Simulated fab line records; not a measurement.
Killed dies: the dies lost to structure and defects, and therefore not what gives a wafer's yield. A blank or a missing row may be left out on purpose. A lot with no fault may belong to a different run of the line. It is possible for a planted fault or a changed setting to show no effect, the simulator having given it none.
fab line records	flow n5Finfet
record: lots: 24	wafers: 72	lastDay: 18
route steps=1938 shown HKMG_FIN@462 GATE_CUT@487 MOL_CONTACT_COAG@528
lots with no fault: from the same line, run without faults
startH: hours from the record's first day to the start of the lot's first wafer shown	waitH: hours from the lot's prior step to this one	" as in the row above	L1.1+2: a row that stands for several wafers	- no value, or no start given	* or withheld: withheld	< > ~ a bound
route shown NAME@n: names a module that has steps shown in the file, with the first one's number in the route	usual: mean/standard deviation taken from wafers without a fault	same: alike in all rows	chamber/n: place in a boat	sites: readings site by site	_std_site: their standard deviation	_edge_site: outer sites' mean less inner sites'	radiusMm: for every site, how far away it sits from the centre of the wafer	mask NAME#n: copy n	behind: tool/chamber where the wafer was last shaped	hold: what put the lot on hold/how long, in hours/how the hold closed	device: the n, p or np transistor that did not switch	end of line: tests run on the same wafers once the route is complete	a step without rows: its recipe alone	killed: the dies lost at the first sort to structure and to defects; this is not the yield of the wafer	map: dies across one wafer; x = killed, . = not, _ = none there
set.NAME: the setting as run; set.NAME@STEP: as run at that earlier step	model.NAME: the simulator's own value behind a step, which no gauge read
a sample of lots followed through the steps of the route, with each step as a table and each wafer as a row
services: when a tool's chamber went out of use (startH, in hours from the record's first day, below 0 if earlier), for how many hours, and the reason
== steps ==
step: N5_HKMG_FIN_CMP_94
recipe: stopOn: SiNx	postCmpClean: wDiluteNh4oh	tOverpolishS: 4.7	downForcePsi: 4	platenRpm: 50.289	padVelocityMS: 1.0006	targetThkNm: 43.299
usual: motorCurrentA: 11.9/1.5
lot.wafer	tool	chamber	startH	waitH	motorCurrentA
L074.3	cmp-01	0	84.47	0.3	12.6
L074.1	"	1	"	"	10.9
L074.6	"	2	"	"	11.4
L075.1	cmp-02	1	91.45	0.3	10.9
L075.4	"	2	"	"	13.8
L075.5	"	0	"	"	14.8
L076.3	cmp-02	1	93.56	0.4	12.3
L076.2	"	3	"	"	11.2
L076.6	"	2	"	"	14.7
L077.4	cmp-04	3	106.97	0.4	10.0
L077.2	"	1	"	"	13.1
L077.1	"	2	"	"	13.0
L078.1	cmp-02	1	111.35	0.4	11.5
L078.2	"	2	"	"	14.5
L078.6	"	1	"	"	11.5
L079.3	cmp-01	1	117.90	0.5	10.6
L079.1	"	0	"	"	11.7
L079.5	"	2	"	"	11.8
L080.3	cmp-02	1	119.29	0.4	11.5
L080.2	"	2	"	"	14.6
L080.4	"	3	"	"	11.7
L081.1	cmp-04	0	123.84	0.3	9.4
L081.3	"	2	"	"	14.0
L081.6	"	0	"	"	9.9
L082.2	cmp-02	2	130.94	0.3	14.4
L082.3	"	0	"	"	14.5
L082.6	"	2	"	"	14.0
L083.3	cmp-02	3	134.76	0.3	11.4
L083.4	"	0	"	"	13.8
L083.5	"	1	"	"	11.9
L084.2	cmp-04	2	140.34	0.3	14.2
L084.1	"	3	"	"	9.9
L084.5	"	0	"	"	9.5
L085.2	cmp-01	2	148.97	0.4	11.5
L085.6	"	2	"	"	11.5
L085.5	"	3	"	"	11.0
L086.2	cmp-04	0	153.02	0.3	9.3
L086.1	"	1	"	"	13.7
L086.5	"	3	"	"	10.2
L087.4	cmp-01	2	158.02	0.4	11.9
L087.2	"	3	"	"	11.5
L087.6	"	2	"	"	11.7
L088.1	cmp-01	0	163.01	0.2	11.9
L088.6	"	1	"	"	11.1
L088.5	"	2	"	"	11.0
L089.4	cmp-04	2	172.59	0.4	13.8
L089.2	"	1	"	"	13.6
L089.6	"	3	"	"	9.9
L090.1	cmp-01	2	183.46	0.4	11.3
L090.2	"	0	"	"	11.9
L090.6	"	3	"	"	11.4
L091.4	cmp-02	3	184.76	0.3	11.0
L091.6	"	2	"	"	13.9
L091.5	"	3	"	"	11.9
L092.2	cmp-01	3	192.71	0.4	10.6
L092.1	"	0	"	"	12.7
L092.4	"	1	"	"	11.2
L093.1	cmp-01	1	197.40	0.4	10.8
L093.3	"	2	"	"	11.3
L093.4	"	3	"	"	10.9
L095.4	cmp-01	3	206.43	0.3	10.5
L095.2	"	0	"	"	12.4
L095.5	"	3	"	"	10.0
L094.1	cmp-04	2	207.54	0.4	13.5
L094.3	"	1	"	"	13.7
L094.6	"	3	"	"	9.7
L096.4	cmp-01	2	213.89	0.3	12.2
L096.1	"	0	"	"	13.0
L096.5	"	2	"	"	11.6
L097.1	cmp-02	1	218.74	0.4	12.7
L097.4	"	2	"	"	13.9
L097.6	"	1	"	"	11.2
step: N5_GATE_CUT_CD_MEAS_13
recipe: targetCdNm: 20	landingEnergyEv: 500	detector: seInlens
usual: cdNm: 19.92/0.23
lot.wafer	tool	chamber	startH	waitH	cdNm
L074.1	cdSem-03	0	88.24	-	20.17
L074.3	"	0	"	"	19.96
L074.6	"	0	"	"	20.18
L075.1	cdSem-02	0	95.21	-	19.77
L075.4	"	0	"	"	19.81
L075.5	"	0	"	"	19.80
L076.2	cdSem-02	0	110.70	-	19.84
L076.3	"	0	"	"	19.82
L076.6	"	0	"	"	19.40
L077.1	cdSem-03	0	111.23	-	19.72
L077.2	"	0	"	"	19.87
L077.4	"	0	"	"	20.07
L078.1	cdSem-03	0	116.24	-	19.85
L078.2	"	0	"	"	20.12
L078.6	"	0	"	"	20.00
L079.1	cdSem-01	0	121.71	-	19.77
L079.3	"	0	"	"	20.19
L079.5	"	0	"	"	20.18
L080.2	cdSem-01	0	123.11	-	19.84
L080.3	"	0	"	"	20.09
L080.4	"	0	"	"	20.20
L081.1	cdSem-01	0	127.85	-	20.20
L081.3	"	0	"	"	20.07
L081.6	"	0	"	"	20.19
L082.2	cdSem-01	0	134.99	-	19.93
L082.3	"	0	"	"	19.87
L082.6	"	0	"	"	20.14
L083.3	cdSem-02	0	138.67	-	20.10
L083.4	"	0	"	"	19.82
L083.5	"	0	"	"	19.94
L084.1	cdSem-01	0	145.07	-	20.04
L084.2	"	0	"	"	19.89
L084.5	"	0	"	"	20.30
L085.2	cdSem-03	0	152.90	-	19.34
L085.5	"	0	"	"	19.99
L085.6	"	0	"	"	19.14
L086.1	cdSem-02	0	157.05	-	20.17
L086.2	"	0	"	"	19.97
L086.5	"	0	"	"	19.93
L087.2	cdSem-03	0	162.23	-	19.71
L087.4	"	0	"	"	19.77
L087.6	"	0	"	"	19.76
L088.1	cdSem-01	0	167.06	-	20.13
L088.5	"	0	"	"	19.88
L088.6	"	0	"	"	19.88
L089.2	cdSem-01	0	176.55	-	19.78
L089.4	"	0	"	"	19.83
L089.6	"	0	"	"	20.21
L090.1	cdSem-03	0	187.41	-	19.89
L090.2	"	0	"	"	20.09
L090.6	"	0	"	"	20.17
L091.4	cdSem-01	0	189.73	-	20.03
L091.5	"	0	"	"	20.05
L091.6	"	0	"	"	19.80
L092.1	cdSem-01	0	196.52	-	19.68
L092.2	"	0	"	"	20.22
L092.4	"	0	"	"	20.26
L093.1	cdSem-01	0	201.59	-	19.84
L093.3	"	0	"	"	19.81
L093.4	"	0	"	"	19.60
L095.2	cdSem-03	0	210.34	-	19.93
L095.4	"	0	"	"	20.21
L095.5	"	0	"	"	19.99
L094.1	cdSem-02	0	211.88	-	19.89
L094.3	"	0	"	"	20.12
L094.6	"	0	"	"	20.17
L096.1	cdSem-03	0	218.00	-	20.17
L096.4	"	0	"	"	19.95
L096.5	"	0	"	"	20.28
L097.1	cdSem-03	0	222.72	-	19.53
L097.4	"	0	"	"	20.10
L097.6	"	0	"	"	19.73
step: N5_GATE_CUT_OVL_MEAS_14
recipe: pointsPerWafer: 522
usual: GATE_CUT_OVL: 0.2/0.73
same: pointsPerWafer: 522
lot.wafer	tool	chamber	startH	waitH	GATE_CUT_OVL[nm]
L074.1	overlay-02	0	88.27	0.0	1.1
L074.3	"	0	"	"	0.1
L074.6	"	0	"	"	-0.6
L075.1	overlay-01	0	95.24	0.0	-0.5
L075.4	"	0	"	"	-0.7
L075.5	"	0	"	"	-0.7
L076.2	overlay-01	0	110.74	0.0	2.0
L076.3	"	0	"	"	0.6
L076.6	"	0	"	"	0.7
L077.1	overlay-01	0	111.26	0.0	1.4
L077.2	"	0	"	"	0.5
L077.4	"	0	"	"	0.3
L078.1	overlay-02	0	116.27	0.0	-0.3
L078.2	"	0	"	"	-0.2
L078.6	"	0	"	"	0.0
L079.1	overlay-02	0	121.74	0.0	-1.6
L079.3	"	0	"	"	-0.1
L079.5	"	0	"	"	-0.7
L080.2	overlay-01	0	123.15	0.0	0.4
L080.3	"	0	"	"	-0.6
L080.4	"	0	"	"	-0.3
L081.1	overlay-01	0	127.88	0.0	0.4
L081.3	"	0	"	"	0.7
L081.6	"	0	"	"	0.2
L082.2	overlay-02	0	135.03	0.0	-0.4
L082.3	"	0	"	"	1.3
L082.6	"	0	"	"	1.7
L083.3	overlay-01	0	138.71	0.0	0.6
L083.4	"	0	"	"	-0.1
L083.5	"	0	"	"	-1.8
L084.1	overlay-02	0	145.10	0.0	0.3
L084.2	"	0	"	"	2.2
L084.5	"	0	"	"	0.9
L085.2	overlay-01	0	152.94	0.0	0.4
L085.5	"	0	"	"	0.7
L085.6	"	0	"	"	0.3
L086.1	overlay-02	0	157.08	0.0	0.0
L086.2	"	0	"	"	-0.3
L086.5	"	0	"	"	0.4
L087.2	overlay-02	0	162.26	0.0	0.0
L087.4	"	0	"	"	0.4
L087.6	"	0	"	"	-0.2
L088.1	overlay-02	0	167.09	0.0	0.3
L088.5	"	0	"	"	0.4
L088.6	"	0	"	"	0.0
L089.2	overlay-02	0	176.58	0.0	0.3
L089.4	"	0	"	"	1.2
L089.6	"	0	"	"	1.3
L090.1	overlay-02	0	187.44	0.0	0.7
L090.2	"	0	"	"	-0.9
L090.6	"	0	"	"	0.5
L091.4	overlay-02	0	189.77	0.0	0.5
L091.5	"	0	"	"	0.2
L091.6	"	0	"	"	0.4
L092.1	overlay-01	0	196.55	0.0	-0.7
L092.2	"	0	"	"	-0.1
L092.4	"	0	"	"	0.2
L093.1	overlay-02	0	201.62	0.0	0.6
L093.3	"	0	"	"	0.0
L093.4	"	0	"	"	-0.6
L095.2	overlay-01	0	210.37	0.0	-1.2
L095.4	"	0	"	"	-1.3
L095.5	"	0	"	"	-0.4
L094.1	overlay-02	0	211.91	0.0	0.1
L094.3	"	0	"	"	0.9
L094.6	"	0	"	"	0.1
L096.1	overlay-02	0	218.03	0.0	0.4
L096.4	"	0	"	"	0.7
L096.5	"	0	"	"	0.9
L097.1	overlay-02	0	222.75	0.0	0.8
L097.4	"	0	"	"	0.4
L097.6	"	0	"	"	1.3
step: N5_GATE_CUT_STRIP_42
recipe: chemistry: O2	powerW: 400	tempC: 40	pressureMtorr: 30	rfFrequencyHz: 6e+07	biasPowerW: 0	overashFraction: 0.3	o2FlowSccm: 225
usual: drypumpMotorCurrentA: 5.7/0.42	oesProductAu: 0.79/0.073	rfVppV: 3.6/0.5	showerheadPlenumPTorr: 2.13/0.069	throttleValvePct: 16.66/0.29
lot.wafer	tool	chamber	startH	waitH	drypumpMotorCurrentA	oesProductAu	rfHoursCounterH	rfVppV	showerheadPlenumPTorr	throttleValvePct
L074.1	rieDiel-02	1	88.72	0.0	5.4	0.89	32	4.1	2.11	16.15
L074.3	"	3	"	"	6.6	1.01	1	4.2	2.23	16.44
L074.6	"	1	"	"	5.4	0.89	-	3.1	2.11	16.14
L075.1	rieDiel-03	0	95.58	0.0	5.9	0.78	137	3.3	2.10	16.65
L075.4	"	3	"	"	5.6	0.93	9	3.4	2.24	16.35
L075.5	"	3	"	"	5.6	0.93	-	3.8	2.24	16.34
L076.2	rieDiel-03	1	111.08	0.0	6.0	0.77	147	4.1	2.01	16.79
L076.3	"	2	"	"	5.0	0.82	82	3.3	2.13	16.81
L076.6	"	3	"	"	5.6	0.91	-	3.9	2.24	16.35
L077.1	rieDiel-03	3	111.60	0.0	5.6	0.92	13	3.7	2.24	16.35
L077.2	"	0	"	"	5.9	0.78	141	3.5	2.10	16.65
L077.4	"	1	"	"	6.0	0.77	147	3.9	2.01	16.78
L078.1	rieDiel-03	1	116.61	0.0	6.0	0.76	149	3.7	2.01	16.80
L078.2	"	2	"	"	5.0	0.83	84	4.4	2.13	16.81
L078.6	"	1	"	"	6.0	0.76	-	4.3	2.01	16.80
L079.1	rieDiel-04	0	122.08	0.0	5.6	0.74	164	3.7	2.09	16.97
L079.3	"	3	"	"	5.8	0.71	233	3.7	2.17	16.55
L079.5	"	1	"	"	6.3	0.76	-	3.7	2.17	16.38
L080.2	rieDiel-03	1	123.48	0.0	6.0	0.76	151	4.7	2.01	16.80
L080.3	"	2	"	"	5.0	0.83	85	3.8	2.13	16.81
L080.4	"	0	"	"	5.9	0.77	144	3.0	2.10	16.67
L081.1	rieDiel-04	0	128.34	0.0	5.6	0.74	167	2.6	2.09	16.98
L081.3	"	3	"	"	5.7	0.70	235	3.8	2.16	16.57
L081.6	"	1	"	"	6.3	0.75	-	4.2	2.17	16.37
L082.2	rieDiel-04	2	135.36	0.0	5.7	0.75	137	3.6	2.20	17.03
L082.3	"	3	"	"	5.7	0.69	236	4.8	2.16	16.57
L082.6	"	3	"	"	5.8	0.70	-	3.8	2.16	16.56
L083.3	rieDiel-04	3	139.06	0.0	5.7	0.70	237	4.5	2.16	16.56
L083.4	"	1	"	"	6.3	0.75	176	4.2	2.17	16.37
L083.5	"	1	"	"	6.3	0.75	-	3.2	2.17	16.37
L084.1	rieDiel-04	1	145.47	0.0	6.3	0.74	177	4.0	2.17	16.38
L084.2	"	0	"	"	5.6	0.74	170	3.5	2.09	17.00
L084.5	"	2	"	"	5.7	0.74	-	2.8	2.20	17.06
L085.2	rieDiel-03	0	153.66	0.0	5.9	0.76	153	3.8	2.10	16.69
L085.5	"	0	"	"	5.9	0.76	-	3.3	2.10	16.68
L085.6	"	1	"	"	6.0	0.75	-	3.4	2.01	16.84
L086.1	rieDiel-03	0	157.64	0.0	5.9	0.76	154	3.0	2.10	16.71
L086.2	"	3	"	"	5.7	0.89	26	3.8	2.24	16.39
L086.5	"	2	"	"	5.0	0.81	-	3.1	2.12	16.83
L087.2	rieDiel-02	3	162.70	0.0	6.6	0.93	25	3.5	2.23	16.49
L087.4	"	1	"	"	5.4	0.85	57	4.4	2.11	16.18
L087.6	"	0	"	"	5.1	0.71	-	2.9	2.07	17.01
L088.1	rieDiel-04	1	167.43	0.0	6.3	0.74	185	3.0	2.17	16.40
L088.5	"	2	"	"	5.7	0.73	-	4.2	2.20	17.06
L088.6	"	1	"	"	6.3	0.74	-	2.9	2.17	16.40
L089.2	rieDiel-02	3	177.02	0.0	6.6	0.91	28	4.9	2.22	16.49
L089.4	"	0	"	"	5.1	0.70	198	4.6	2.07	17.00
L089.6	"	1	"	"	5.4	0.85	-	3.6	2.10	16.20
L090.1	rieDiel-03	2	187.78	0.0	5.0	0.80	105	3.1	2.12	16.83
L090.2	"	1	"	"	6.0	0.74	172	3.3	2.00	16.84
L090.6	"	3	"	"	5.6	0.87	-	3.9	2.23	16.40
L091.4	rieDiel-03	3	190.10	0.0	5.6	0.87	38	3.9	2.23	16.41
L091.5	"	0	"	"	6.0	0.76	-	3.8	2.09	16.71
L091.6	"	3	"	"	5.6	0.86	-	2.9	2.23	16.41
L092.1	rieDiel-04	1	197.13	0.0	6.3	0.73	196	3.9	2.16	16.41
L092.2	"	2	"	"	5.7	0.72	159	3.8	2.19	17.08
L092.4	"	1	"	"	6.3	0.73	-	3.7	2.16	16.41
L093.1	rieDiel-03	2	201.95	0.0	5.1	0.79	110	3.8	2.12	16.86
L093.3	"	3	"	"	5.6	0.86	42	4.4	2.23	16.41
L093.4	"	1	"	"	6.0	0.74	177	3.4	2.00	16.86
L095.2	rieDiel-03	0	210.70	0.0	5.9	0.75	171	3.8	2.09	16.72
L095.4	"	2	"	"	5.0	0.79	112	3.0	2.12	16.87
L095.5	"	0	"	"	5.9	0.75	-	2.9	2.09	16.73
L094.1	rieDiel-04	2	212.84	0.0	5.7	0.72	165	3.6	2.19	17.09
L094.3	"	1	"	"	6.3	0.72	201	3.7	2.16	16.41
L094.6	"	1	"	"	6.3	0.72	-	3.7	2.16	16.42
L096.1	rieDiel-03	1	218.37	0.0	6.0	0.73	181	3.7	2.00	16.86
L096.4	"	0	"	"	5.9	0.75	173	4.8	2.09	16.71
L096.5	"	0	"	"	5.9	0.75	-	3.4	2.09	16.72
L097.1	rieDiel-02	2	223.20	0.0	6.6	0.89	36	4.4	2.12	16.06
L097.4	"	1	"	"	5.4	0.84	77	3.5	2.10	16.21
L097.6	"	1	"	"	5.4	0.83	-	3.1	2.10	16.23
step: N5_MOL_CONTACT_COAG_INSPECT_10
recipe: mode: adi	inspectInstrument: brightfield
usual: rawDefectCount: 64/21
lot.wafer	tool	chamber	startH	waitH	rawDefectCount
L074.1	defectInspect-02	-	92.35	0.1	99
L074.3	"	-	"	"	73
L074.6	"	-	"	"	93
L075.1	defectInspect-01	-	100.76	0.1	25
L075.4	"	-	"	"	59
L075.5	"	-	"	"	42
L076.2	defectInspect-01	-	114.67	0.0	39
L076.3	"	-	"	"	49
L076.6	"	-	"	"	34
L077.1	defectInspect-02	-	115.51	0.1	73
L077.2	"	-	"	"	66
L077.4	"	-	"	"	62
L078.1	defectInspect-01	-	120.24	0.1	61
L078.2	"	-	"	"	61
L078.6	"	-	"	"	57
L079.1	defectInspect-01	-	125.87	0.1	70
L079.3	"	-	"	"	61
L079.5	"	-	"	"	81
L080.2	defectInspect-02	-	127.38	0.0	54
L080.3	"	-	"	"	57
L080.4	"	-	"	"	51
L081.1	defectInspect-02	-	132.00	0.1	63
L081.3	"	-	"	"	47
L081.6	"	-	"	"	85
L082.2	defectInspect-02	-	139.84	0.0	92
L082.3	"	-	"	"	42
L082.6	"	-	"	"	63
L083.3	defectInspect-02	-	143.43	0.0	68
L083.4	"	-	"	"	94
L083.5	"	-	"	"	58
L084.1	defectInspect-01	-	149.90	0.1	40
L084.2	"	-	"	"	41
L084.5	"	-	"	"	44
L085.2	defectInspect-01	-	157.31	0.0	65
L085.5	"	-	"	"	60
L085.6	"	-	"	"	51
L086.1	defectInspect-02	-	161.27	0.1	102
L086.2	"	-	"	"	77
L086.5	"	-	"	"	61
L087.2	defectInspect-01	-	166.21	0.0	38
L087.4	"	-	"	"	55
L087.6	"	-	"	"	49
L088.1	defectInspect-01	-	170.93	0.1	45
L088.5	"	-	"	"	61
L088.6	"	-	"	"	64
L089.2	defectInspect-01	-	180.90	0.0	48
L089.4	"	-	"	"	55
L089.6	"	-	"	"	64
L090.1	defectInspect-02	-	191.28	0.1	76
L090.2	"	-	"	"	54
L090.6	"	-	"	"	59
L091.4	defectInspect-02	-	194.08	0.0	80
L091.5	"	-	"	"	72
L091.6	"	-	"	"	89
L092.1	defectInspect-01	-	200.67	0.1	63
L092.2	"	-	"	"	69
L092.4	"	-	"	"	58
L093.1	defectInspect-02	-	205.78	0.1	88
L093.3	"	-	"	"	65
L093.4	"	-	"	"	99
L095.2	defectInspect-02	-	214.33	0.0	107
L095.4	"	-	"	"	71
L095.5	"	-	"	"	58
L094.1	defectInspect-02	-	216.50	0.1	56
L094.3	"	-	"	"	61
L094.6	"	-	"	"	55
L096.1	defectInspect-01	-	221.87	0.1	48
L096.4	"	-	"	"	72
L096.5	"	-	"	"	62
L097.1	defectInspect-01	-	226.71	0.1	83
L097.4	"	-	"	"	41
L097.6	"	-	"	"	54
step: N5_MOL_CONTACT_COAG_ETCH_106
recipe: chemistry: N2/H2	target: SOC	targetDepthA: 800	overetchA: 160	maskMaterial: SiARC	tempC: 40	timeS: 120	ionEnergyEv: 200	pressureMtorr: 30	sourceW: 840	biasW: 150	n2FlowSccm: 200	h2FlowSccm: 200
usual: drypumpMotorCurrentA: 5.7/0.44	oesProductAu: 0.67/0.05	rfVppV: 524/3.2	showerheadPlenumPTorr: 2.53/0.1	throttleValvePct: 17.90/0.21
lot.wafer	tool	chamber	startH	waitH	drypumpMotorCurrentA	oesProductAu	rfHoursCounterH	rfVppV	showerheadPlenumPTorr	throttleValvePct
L074.1	rieDiel-05	1	92.73	0.0	6.6	0.61	234	519	2.43	18.30
L074.3	"	2	"	"	5.5	0.63	210	520	2.41	17.83
L074.6	"	2	"	"	5.4	0.63	-	521	2.41	17.85
L075.1	rieDiel-01	2	100.88	0.0	6.4	0.63	203	527	2.62	17.69
L075.4	"	3	"	"	5.3	0.66	189	524	2.54	17.81
L075.5	"	3	"	"	5.3	0.67	-	523	2.54	17.80
L076.2	rieDiel-01	3	114.78	0.0	5.3	0.66	194	522	2.54	17.83
L076.3	"	0	"	"	5.5	0.74	57	525	2.58	17.56
L076.6	"	2	"	"	6.4	0.63	-	527	2.62	17.69
L077.1	rieDiel-01	0	115.63	0.0	5.4	0.74	57	526	2.58	17.57
L077.2	"	1	"	"	6.1	0.67	171	523	2.55	18.10
L077.4	"	2	"	"	6.3	0.63	207	525	2.62	17.69
L078.1	rieDiel-05	0	120.35	0.0	5.3	0.70	133	517	2.36	18.16
L078.2	"	3	"	"	5.1	0.67	181	524	2.51	17.72
L078.6	"	3	"	"	5.1	0.66	-	524	2.51	17.74
L079.1	rieDiel-05	2	126.31	0.0	5.5	0.63	221	520	2.41	17.87
L079.3	"	1	"	"	6.6	0.60	246	521	2.42	18.32
L079.5	"	1	"	"	6.6	0.61	-	521	2.42	18.32
L080.2	rieDiel-06	3	127.80	0.0	5.7	0.72	112	527	2.65	17.65
L080.3	"	2	"	"	5.6	0.64	196	520	2.42	17.86
L080.4	"	1	"	"	5.8	0.65	219	524	2.53	18.30
L081.1	rieDiel-05	2	132.12	0.0	5.5	0.63	223	519	2.41	17.86
L081.3	"	1	"	"	6.6	0.61	247	521	2.42	18.32
L081.6	"	0	"	"	5.3	0.69	-	519	2.36	18.17
L082.2	rieDiel-01	3	139.95	0.0	5.3	0.65	203	522	2.54	17.84
L082.3	"	0	"	"	5.5	0.73	66	525	2.58	17.59
L082.6	"	3	"	"	5.3	0.66	-	522	2.54	17.84
L083.3	rieDiel-06	2	143.63	0.0	5.5	0.64	198	520	2.42	17.89
L083.4	"	0	"	"	6.0	0.70	129	526	2.66	17.86
L083.5	"	2	"	"	5.6	0.63	-	520	2.42	17.89
L084.1	rieDiel-06	1	150.02	0.0	5.7	0.64	227	524	2.52	18.28
L084.2	"	0	"	"	6.0	0.70	132	528	2.65	17.88
L084.5	"	3	"	"	5.7	0.72	-	528	2.64	17.66
L085.2	rieDiel-05	3	157.71	0.0	5.1	0.66	196	523	2.50	17.74
L085.5	"	0	"	"	5.3	0.69	-	518	2.36	18.18
L085.6	"	3	"	"	5.1	0.65	-	524	2.50	17.74
L086.1	rieDiel-01	2	161.39	0.0	6.4	0.62	223	527	2.61	17.71
L086.2	"	3	"	"	5.3	0.65	210	524	2.53	17.84
L086.5	"	3	"	"	5.3	0.65	-	524	2.53	17.83
L087.2	rieDiel-05	2	166.33	0.0	5.4	0.62	236	520	2.40	17.88
L087.4	"	1	"	"	6.6	0.88	5	528	2.74	17.96
L087.6	"	0	"	"	5.3	0.68	-	518	2.35	18.19
L088.1	rieDiel-06	2	171.05	0.0	5.6	0.63	209	521	2.41	17.91
L088.5	"	0	"	"	6.0	0.69	-	527	2.65	17.89
L088.6	"	1	"	"	5.7	0.64	-	523	2.52	18.30
L089.2	rieDiel-01	0	181.02	0.0	5.5	0.71	82	526	2.57	17.62
L089.4	"	2	"	"	6.3	0.61	230	525	2.61	17.72
L089.6	"	0	"	"	5.5	0.71	-	525	2.57	17.60
L090.1	rieDiel-01	1	191.59	0.0	6.1	0.64	200	523	2.53	18.18
L090.2	"	2	"	"	6.3	0.60	234	525	2.61	17.73
L090.6	"	3	"	"	5.3	0.64	-	523	2.53	17.86
L091.4	rieDiel-06	2	194.20	0.0	5.6	0.62	218	522	2.41	17.92
L091.5	"	0	"	"	6.1	0.69	-	526	2.65	17.90
L091.6	"	3	"	"	5.8	0.70	-	525	2.64	17.68
L092.1	rieDiel-05	1	200.79	0.0	6.6	0.85	18	528	2.73	17.97
L092.2	"	2	"	"	5.4	0.61	249	519	2.40	17.89
L092.4	"	0	"	"	5.3	0.68	164	520	2.35	18.22
L093.1	rieDiel-06	3	206.17	0.0	5.7	0.70	138	527	2.63	17.69
L093.3	"	0	"	"	6.0	0.68	153	529	2.64	17.89
L093.4	"	2	"	"	5.6	0.62	222	519	2.41	17.93
L095.2	rieDiel-06	3	214.45	0.0	5.7	0.70	140	528	2.63	17.68
L095.4	"	3	"	"	5.8	0.70	-	526	2.63	17.68
L095.5	"	2	"	"	5.5	0.62	-	520	2.41	17.92
L094.1	rieDiel-05	1	217.15	0.0	6.6	0.83	26	528	2.73	17.99
L094.3	"	0	"	"	5.3	0.67	172	518	2.35	18.23
L094.6	"	1	"	"	6.6	0.83	-	530	2.73	17.99
L096.1	rieDiel-01	1	221.99	0.0	6.1	0.63	211	524	2.53	18.17
L096.4	"	2	"	"	6.4	0.60	246	526	2.60	17.77
L096.5	"	0	"	"	5.4	0.70	-	525	2.56	17.64
L097.1	rieDiel-06	0	226.83	0.0	6.0	0.68	161	527	2.64	17.93
L097.4	"	0	"	"	6.1	0.68	-	526	2.64	17.93
L097.6	"	2	"	"	5.6	0.62	-	519	2.40	17.94
== services ==
tool	chamber	startH	hours	kind
cmp-02	-	63.12	1.1	repair
cmp-01	-	66.70	2.0	repair
cmp-01	-	76.65	2.6	repair
cmp-02	-	95.36	3.7	pm
cmp-01	-	107.01	4.6	pm
cmp-01	-	118.11	4.1	repair
rieDiel-06	2	130.51	8.3	repair
rieDiel-05	1	139.24	-	clean
rieDiel-05	1	139.24	-	consumableReplace:focusRing
cmp-02	-	149.95	1.8	repair
cmp-04	-	158.07	4.0	pm
cmp-02	-	158.13	5.8	repair
rieDiel-06	3	159.99	6.8	repair
cmp-04	-	163.54	6.9	pm
rieDiel-03	-	163.99	0.5	repair
rieDiel-03	2	175.88	5.3	repair
cmp-04	-	182.52	2.2	repair
rieDiel-02	3	190.09	4.6	repair
cmp-04	-	190.31	1.1	repair
cmp-01	-	197.77	4.0	pm
cmp-01	-	201.77	-	consumableReplace:conditioner
cmp-01	-	201.77	-	consumableReplace:pad
cmp-04	-	212.95	18.4	pm
rieDiel-05	1	221.26	6.6	repair
== key ==
fault none
